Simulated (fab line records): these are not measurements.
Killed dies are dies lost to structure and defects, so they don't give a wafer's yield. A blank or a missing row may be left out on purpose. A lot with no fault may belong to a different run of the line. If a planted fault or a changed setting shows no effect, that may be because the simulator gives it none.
fab line records ; flow nand-harc ; part 2 of 2: steps 28 to 39 of 39
record: lots: 5; wafers: 15; last-day: 25
route steps=1159 shown A_M0@1016 A_M1@1026
lots with no fault: from the same line, run without faults
start-h: the number of hours between the record's first day and the start of the first shown wafer of the lot ; wait-h: hours since the lot's step before ; " repeats the value in the row above ; L1.1+2: several wafers, shown together as one row ; - no value, or no start given ; * or withheld: withheld ; < > ~ a bound
route shown NAME@n: NAME is a module with steps in the file, n the number in the route of the first one ; usual: average and standard deviation across the fault-free wafers ; same: alike in all rows ; chamber/n: place in a boat ; sites: the reading at each site ; _std_site: standard deviation across them ; _edge_site: the outer-site mean with the inner-site mean subtracted ; radius-mm: how far each site lies from the wafer's centre ; mask NAME#n: copy n ; behind: the most recent tool/chamber to have shaped the wafer ; hold: the reason the lot was held/the length of the hold in hours/how it ended ; device: the transistor (n, p or np) that didn't switch ; end of line: tests run on the same wafers once the route is complete ; where a step has no rows: the recipe by itself ; killed: the dies lost at the first sort to structure and to defects; this is not the yield of the wafer ; map: dies across one wafer; x = killed, . = not, _ = none there
set.NAME: the setting as run; set.NAME@STEP: as run at that earlier step ; model.NAME: the simulator's own value behind a step, which no gauge read
lots at selected steps of the route; one table per step, one row per wafer
services: the hour from which a tool's chamber was out of use, counted from the record's first day as start-h (under 0 if before that day), plus the number of hours and why
== steps ==
step: NHARC_A_M1_ETCH_28
recipe: target-depth-a: 300; over-etch-frac: 0.3; time-s: 72.99; ion-energy-ev: 150; cf4-flow-sccm: 50; n2-flow-sccm: 100; ar-flow-sccm: 150; rf-w: 300; bias-w: 100; chemistry: CF4/N2
usual: bias-w: 99.9/0.32; drypump-motor-current-A: 5.4/0.34; oes-product-au: 1.003/0.0094; rf-vpp-V: 314.2/2; showerhead-plenum-p-Torr: 2.63/0.1; throttle-valve-pct: 19.794/0.0094
same: over-etch-frac: 0.3
lot.wafer;tool;chamber;start-h;wait-h;bias-w;drypump-motor-current-A;oes-product-au;rf-hours-counter-h;rf-vpp-V;showerhead-plenum-p-Torr;throttle-valve-pct
L084.3;rie-diel-12;2;-;-;99.9;5.2;0.999;0;313.8;2.57;19.779
L084.4;rie-diel-12;0;-;-;99.7;6.3;1.005;3;311.1;2.54;19.802
L084.6;rie-diel-12;2;-;-;99.8;5.2;0.996;-;313.6;2.57;19.796
L086.3;rie-diel-12;3;-;-;100.0;5.4;1.010;4;311.7;2.48;19.807
L086.5;rie-diel-12;2;-;-;99.4;5.2;1.011;-;311.0;2.57;19.793
L086.6;rie-diel-12;3;-;-;100.7;5.4;0.999;-;310.4;2.48;19.790
L089.1;rie-diel-01;1;-;-;100.1;5.7;0.991;4;317.5;2.76;19.791
L089.3;rie-diel-01;0;-;-;100.0;4.9;1.011;5;318.1;2.80;19.804
L089.6;rie-diel-01;1;-;-;100.0;5.7;1.001;-;316.0;2.76;19.798
L090.1;rie-diel-12;0;-;-;99.4;6.3;0.997;6;311.6;2.54;19.794
L090.3;rie-diel-12;2;-;-;100.0;5.2;1.002;4;313.5;2.57;19.787
L090.6;rie-diel-12;3;-;-;100.3;5.4;1.002;-;311.5;2.48;19.806
L097.3;rie-diel-01;0;-;-;100.3;4.9;0.998;1;318.2;2.80;19.791
L097.1;rie-diel-01;1;-;-;99.8;5.7;0.980;1;316.5;2.76;19.786
L097.5;rie-diel-01;1;-;-;100.0;5.7;0.980;-;316.3;2.76;19.799
step: NHARC_A_M1_STRIP_19
recipe: time-s: 600; temp-c: 30; chemistry: post-etch-residue-remover
lot.wafer;tool;chamber;start-h;wait-h
L084.4+3+6;wet-bench-08;6,2,3;462.93;-
L086.6+5+3;wet-bench-10;3,4,5;465.04;-
L089.1+3+6;wet-bench-10;2,4,6;485.82;-
L090.6+3+1;wet-bench-08;6,0,2;499.63;-
L097.3+5+1;wet-bench-08;1,2,5;558.94;-
step: NHARC_A_M1_DEGAS_29
recipe: temp-c: 250; time-s: 60
usual: heater-power-w: 343/36
lot.wafer;tool;chamber;start-h;wait-h;heater-power-w
L084.4;pvd-sputter-02;-;463.20;-;433
L084.3;pvd-sputter-02;-;463.20;-;311
L084.6;pvd-sputter-02;-;463.20;-;427
L086.3;pvd-sputter-01;-;465.33;-;331
L086.6;pvd-sputter-01;-;465.33;-;322
L086.5;pvd-sputter-01;-;465.33;-;378
L089.3;pvd-sputter-01;-;486.09;-;332
L089.1;pvd-sputter-01;-;486.09;-;333
L089.6;pvd-sputter-01;-;486.09;-;329
L090.3;pvd-sputter-01;-;499.92;-;372
L090.1;pvd-sputter-01;-;499.92;-;352
L090.6;pvd-sputter-01;-;499.92;-;324
L097.3;pvd-sputter-02;-;559.20;-;439
L097.1;pvd-sputter-02;-;559.20;-;319
L097.5;pvd-sputter-02;-;559.20;-;425
step: NHARC_A_M1_PRE_CLEAN_30
recipe: time-s: 30; temp-c: 280; gas: H2/He
usual: heater-power-w: 421/44
lot.wafer;tool;chamber;start-h;wait-h;heater-power-w
L084.3;pvd-sputter-02;-;-;-;389
L084.4;pvd-sputter-02;-;-;-;524
L084.6;pvd-sputter-02;-;-;-;392
L086.3;pvd-sputter-01;-;-;-;413
L086.5;pvd-sputter-01;-;-;-;395
L086.6;pvd-sputter-01;-;-;-;465
L089.3;pvd-sputter-01;-;-;-;403
L089.1;pvd-sputter-01;-;-;-;467
L089.6;pvd-sputter-01;-;-;-;394
L090.1;pvd-sputter-01;-;-;-;459
L090.3;pvd-sputter-01;-;-;-;407
L090.6;pvd-sputter-01;-;-;-;449
L097.1;pvd-sputter-02;-;-;-;390
L097.3;pvd-sputter-02;-;-;-;529
L097.5;pvd-sputter-02;-;-;-;421
step: NHARC_A_M1_PVD_20
recipe: target-thk-a: 50; bias-v: 168.6; power-w: 15000; chamber-pressure-pa: 0.12; time-s: 8.06; substrate-temp-c: 50; material: TaN
usual: throttle-valve-pct: 30.8/1
lot.wafer;tool;chamber;start-h;wait-h;throttle-valve-pct
L084.3;pvd-sputter-02;-;-;-;30.4
L084.4;pvd-sputter-02;-;-;-;31.6
L084.6;pvd-sputter-02;-;-;-;32.2
L086.3;pvd-sputter-01;-;-;-;31.0
L086.5;pvd-sputter-01;-;-;-;31.2
L086.6;pvd-sputter-01;-;-;-;32.1
L089.3;pvd-sputter-01;-;-;-;30.5
L089.1;pvd-sputter-01;-;-;-;31.0
L089.6;pvd-sputter-01;-;-;-;31.3
L090.1;pvd-sputter-01;-;-;-;31.2
L090.3;pvd-sputter-01;-;-;-;31.8
L090.6;pvd-sputter-01;-;-;-;31.1
L097.3;pvd-sputter-02;-;-;-;30.3
L097.1;pvd-sputter-02;-;-;-;30.2
L097.5;pvd-sputter-02;-;-;-;30.7
step: NHARC_A_M1_PVD_21
recipe: target-thk-a: 300; chamber-pressure-pa: 5; power-w: 5000; substrate-temp-c: 30; time-s: 20.49; material: Cu
usual: throttle-valve-pct: 30.8/1
lot.wafer;tool;chamber;start-h;wait-h;throttle-valve-pct
L084.3;pvd-sputter-02;-;-;-;29.0
L084.4;pvd-sputter-02;-;-;-;30.3
L084.6;pvd-sputter-02;-;-;-;30.3
L086.3;pvd-sputter-01;-;-;-;31.2
L086.5;pvd-sputter-01;-;-;-;31.2
L086.6;pvd-sputter-01;-;-;-;30.4
L089.1;pvd-sputter-01;-;-;-;31.9
L089.3;pvd-sputter-01;-;-;-;30.8
L089.6;pvd-sputter-01;-;-;-;30.8
L090.1;pvd-sputter-01;-;-;-;31.1
L090.3;pvd-sputter-01;-;-;-;31.3
L090.6;pvd-sputter-01;-;-;-;30.6
L097.1;pvd-sputter-02;-;-;-;30.4
L097.3;pvd-sputter-02;-;-;-;32.1
L097.5;pvd-sputter-02;-;-;-;31.9
step: NHARC_A_M1_ECD_22
recipe: target-thk-a: 4000; bath-temp-c: 25; material: Cu
lot.wafer;tool;chamber;start-h;wait-h
L084.3+4+6;ecd-cu-02;0,1,1;463.65;-
L086.3+6+5;ecd-cu-01;0,1,0;465.94;-
L089.1+3+6;ecd-cu-01;1,0,0;486.46;-
L090.1+3+6;ecd-cu-01;0;500.31;-
L097.1+3+5;ecd-cu-02;1;559.56;-
step: NHARC_A_M1_ANNEAL_31
recipe: temp-c: 225; time-s: 90
usual: wafer_temp_C_max: 226.4/0.57
lot.wafer;tool;chamber;start-h;wait-h;wafer_temp_C_max
L084.3;rtp-anneal-02;0;464.03;-;226.0
L084.4;rtp-anneal-02;0;464.03;-;226.3
L084.6;rtp-anneal-02;0;464.03;-;225.9
L086.3;rtp-anneal-01;0;466.34;-;227.3
L086.5;rtp-anneal-01;0;466.34;-;226.4
L086.6;rtp-anneal-01;0;466.34;-;226.8
L089.1;rtp-anneal-02;0;486.84;0.3;226.4
L089.3;rtp-anneal-02;0;486.84;0.3;226.0
L089.6;rtp-anneal-02;0;486.84;0.3;226.0
L090.1;rtp-anneal-02;0;500.64;0.3;226.1
L090.3;rtp-anneal-02;0;500.64;0.3;225.7
L090.6;rtp-anneal-02;0;500.64;0.3;226.3
L097.1;rtp-anneal-01;0;559.96;-;227.0
L097.3;rtp-anneal-01;0;559.96;-;226.7
L097.5;rtp-anneal-01;0;559.96;-;226.5
step: NHARC_A_M1_CMP_23
recipe: t-overpolish-s: 20; target-thk-nm: 154.34
usual: motor-current-A: 12.2/1; time-to-endpoint-s: 28.7/2.8
same: t-overpolish-s: 20
lot.wafer;tool;chamber;start-h;wait-h;motor-current-A;time-to-endpoint-s
L084.4;cmp-03;2;464.28;-;12.1;30.9
L084.3;cmp-03;3;464.28;-;13.2;26.7
L084.6;cmp-03;2;464.28;-;11.9;33.8
L086.3;cmp-03;2;466.64;-;11.6;29.7
L086.5;cmp-03;0;466.64;-;13.3;27.2
L086.6;cmp-03;1;466.64;-;12.1;25.7
L089.3;cmp-02;3;487.21;-;11.0;26.4
L089.1;cmp-02;0;487.21;-;11.6;26.7
L089.6;cmp-02;2;487.21;-;14.4;27.6
L090.1;cmp-01;1;501.04;-;12.2;38.0
L090.3;cmp-01;3;501.04;-;13.3;28.3
L090.6;cmp-01;0;501.04;-;12.0;31.0
L097.1;cmp-01;3;560.31;-;13.1;25.5
L097.3;cmp-01;1;560.31;-;11.3;35.1
L097.5;cmp-01;0;560.31;-;11.9;30.2
step: NHARC_A_M1_THK_MEAS_24
recipe: thk-meas-gauge: xrf
usual: thk-nm: 154.2/1.4
lot.wafer;tool;chamber;start-h;wait-h;thk-nm
L084.3;film-metro-01;-;464.59;-;155.0
L084.4;film-metro-01;-;464.59;-;157.2
L084.6;film-metro-01;-;464.59;-;156.0
L086.3;film-metro-01;-;466.90;-;155.2
L086.5;film-metro-01;-;466.90;-;153.1
L086.6;film-metro-01;-;466.90;-;153.6
L089.1;film-metro-01;-;487.49;-;152.9
L089.3;film-metro-01;-;487.49;-;152.5
L089.6;film-metro-01;-;487.49;-;155.7
L090.1;film-metro-02;-;501.33;-;156.4
L090.3;film-metro-02;-;501.33;-;154.1
L090.6;film-metro-02;-;501.33;-;156.3
L097.1;film-metro-01;-;560.62;-;155.0
L097.3;film-metro-01;-;560.62;-;156.2
L097.5;film-metro-01;-;560.62;-;153.7
step: NHARC_A_M1_SRD_25
lot.wafer;tool;chamber;start-h;wait-h
L084.6+4+3;wet-bench-10;6,0,2;464.64;0.0
L086.6+5+3;wet-bench-08;1,3,4;466.94;0.0
L089.3+6+1;wet-bench-10;6,1,2;487.53;0.0
L090.1+6+3;wet-bench-10;3,4,0;501.37;0.0
L097.1+3+5;wet-bench-10;0,1,3;560.67;0.0
step: NHARC_A_M1_INSPECT_27
usual: raw-defect-count: 461/130
lot.wafer;tool;chamber;start-h;wait-h;raw-defect-count
L084.3;defect-inspect-02;-;464.76;0.0;513
L084.4;defect-inspect-02;-;464.76;0.0;528
L084.6;defect-inspect-02;-;464.76;0.0;371
L086.3;defect-inspect-02;-;467.07;0.1;714
L086.5;defect-inspect-02;-;467.07;0.1;416
L086.6;defect-inspect-02;-;467.07;0.1;522
L089.1;defect-inspect-01;-;487.65;0.0;837
L089.3;defect-inspect-01;-;487.65;0.0;508
L089.6;defect-inspect-01;-;487.65;0.0;566
L090.1;defect-inspect-02;-;501.48;0.0;453
L090.3;defect-inspect-02;-;501.48;0.0;437
L090.6;defect-inspect-02;-;501.48;0.0;427
L097.1;defect-inspect-02;-;560.78;0.0;791
L097.3;defect-inspect-02;-;560.78;0.0;941
L097.5;defect-inspect-02;-;560.78;0.0;543
== services ==
tool;chamber;start-h;hours;kind
litho-track-01;-;443.00;7.0;pm
ecd-cu-01;-;448.00;8.0;pm
cmp-03;-;450.18;4.0;pm
rie-diel-10;3;453.72;4.1;repair
cmp-02;-;464.07;1.8;repair
litho-track-06;-;467.00;7.0;pm
wet-bench-08;-;474.92;1.2;repair
cmp-03;-;476.97;2.1;repair
cmp-02;-;477.84;1.7;repair
litho-track-04;-;491.00;7.0;pm
rie-diel-01;-;491.80;9.0;pm
rie-diel-10;3;496.47;3.7;repair
ecd-cu-02;-;496.50;4.2;repair
cmp-02;-;511.81;2.4;repair
rie-diel-01;1;513.21;7.0;repair
pvd-sputter-01;-;514.00;10.0;pm
pecvd-02;-;515.24;13.0;pm
cmp-02;-;520.63;4.0;pm
pvd-sputter-02;-;521.76;2.1;repair
ecd-cu-02;-;526.63;0.2;repair
ecd-cu-02;-;532.25;8.0;pm
pecvd-04;2;539.23;5.6;repair
rie-diel-12;-;556.76;9.0;pm
pecvd-04;-;557.13;13.0;pm
